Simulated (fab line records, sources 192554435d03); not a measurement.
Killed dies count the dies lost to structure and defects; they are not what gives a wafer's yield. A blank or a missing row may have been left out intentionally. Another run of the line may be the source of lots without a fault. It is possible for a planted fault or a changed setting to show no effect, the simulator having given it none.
Split-lot experiment ; flow n5Finfet ; route with 1938 steps; 7 lots, 21 wafers read

ON THE SPLIT
At N5_BEOL_M9_TRENCH_ETCH_37 (etches SiCOH lowk in C4F6/O2, target depth 151.43 nm, time 49 s), the setting biasW was moved away from the recipe's 185 W on 6 of the 21 wafers read, by -14.9% to +10.6%. All remaining wafers had this setting at the recipe value.

FROM THE SPLIT TO THE READING: what the file shows between them, 2 steps
- N5_BEOL_M9_ETCH_41: etches SiCN in CH3F/O2, target depth 36.6 nm, time 70.1 s
- N5_BEOL_M9_STRIP_80: strips in N2/H2, time 10 s

THE READING
trenchDepthNm, in nm, at N5_BEOL_M9_OCD_MEAS_38. Typical for fault-free wafers on this fab line: 151.0 nm, with standard deviation 2.7 nm.

wafer;tool, chamber at the split;biasW as run, W;against the recipe;trenchDepthNm, nm;against lot-mates on the recipe
L078.2;rieDiel-02, 2;185;recipe;151.7;-
L078.5;rieDiel-02, 2;185;recipe;153.0;-
L078.6;rieDiel-02, 1;185;recipe;152.5;-
L081.1;rieDiel-02, 1;185;recipe;153.3;-
L081.4;rieDiel-02, 3;201;+8.6%;158.3;+5.4
L081.5;rieDiel-02, 3;185;recipe;152.5;-
L083.1;rieDiel-04, 2;157.5;-14.9%;144.1;-12.6
L083.2;rieDiel-04, 1;157.5;-14.9%;142.6;-14.1
L083.3;rieDiel-04, 3;185;recipe;156.7;-
L089.2;rieDiel-04, 3;185;recipe;155.9;-
L089.3;rieDiel-04, 1;185;recipe;149.6;-
L089.5;rieDiel-04, 0;198.9;+7.5%;154.8;+2.1
L088.4;rieDiel-02, 2;204.6;+10.6%;155.8;+5.9
L088.5;rieDiel-02, 0;185;recipe;149.9;-
L088.6;rieDiel-02, 1;204.6;+10.6%;157.9;+8.0
L090.1;rieDiel-02, 2;185;recipe;152.3;-
L090.2;rieDiel-02, 3;185;recipe;153.5;-
L090.4;rieDiel-02, 2;185;recipe;153.6;-
L093.1;rieDiel-03, 1;185;recipe;147.0;-
L093.2;rieDiel-03, 3;185;recipe;149.5;-
L093.6;rieDiel-03, 3;185;recipe;150.1;-

FIT RESULTS
A straight line over all 21 wafers: trenchDepthNm changes by +0.547 nm for each +1% of biasW; r = +0.84; the points scatter about the line by 2.3 nm.
The same after taking each lot's own level away (the mean of its wafers on the recipe; 21 wafers): +0.765 nm for each +1%; r = +0.95; scatter 1.6 nm.
On that fit, the largest move of biasW shifts the reading by 11 nm.
The span of the lots' own levels, 148.87 to 156.70 nm, comes to 2.9 times the standard deviation stated above.
So the lot-to-lot level changes the slope: the two fits differ.
Check: with one of the wafers moved furthest among these (-14.9%) left out of the fit, the line predicts -11.5 nm for it against its lot-mates. Against them it came out at -12.6 nm.
Tool readings at the split's step, against how far the setting was moved: rfVppV r = +0.92.

OTHER SPLITS ON THESE WAFERS
Before the reading, these wafers also passed through other splits. Each is held against what the fit with the lots' levels taken away leaves over:
other split on the same wafers;wafers away from the commonest value;r with trenchDepthNm (lot level and that fit taken away)
N5_BEOL_M8_HM_DEP_02 targetThkA;7;-0.06
N5_BEOL_M8_TRENCH_ETCH_37 biasW;7;+0.04

THE WHOLE CHAIN: every reading that the file lists as answering this split, in the file's order
step;what it does;reading;change (the file's fit);r (the file's)
N5_BEOL_M9_TRENCH_ETCH_37;etches SiCOH lowk in C4F6/O2, target depth 151.43 nm, time 49 s;rfVppV;+4.81 V for each +1% of the setting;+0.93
N5_BEOL_M9_TRENCH_ETCH_37;etches SiCOH lowk in C4F6/O2, target depth 151.43 nm, time 49 s;BEOL_M9.featureDepthNm (the simulator's own value, which no gauge read);+0.712 nm for each +1% of the setting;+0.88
N5_BEOL_M9_TRENCH_ETCH_37;etches SiCOH lowk in C4F6/O2, target depth 151.43 nm, time 49 s;etch.depthNm (the simulator's own value, which no gauge read);+0.71 nm for each +1% of the setting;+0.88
N5_BEOL_M9_OCD_MEAS_38;;trenchDepthNm;+0.719 nm for each +1% of the setting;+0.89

THE FILE'S OWN FIT
trenchDepthNm changes by +0.719 nm for each +1% of biasW, r = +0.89.
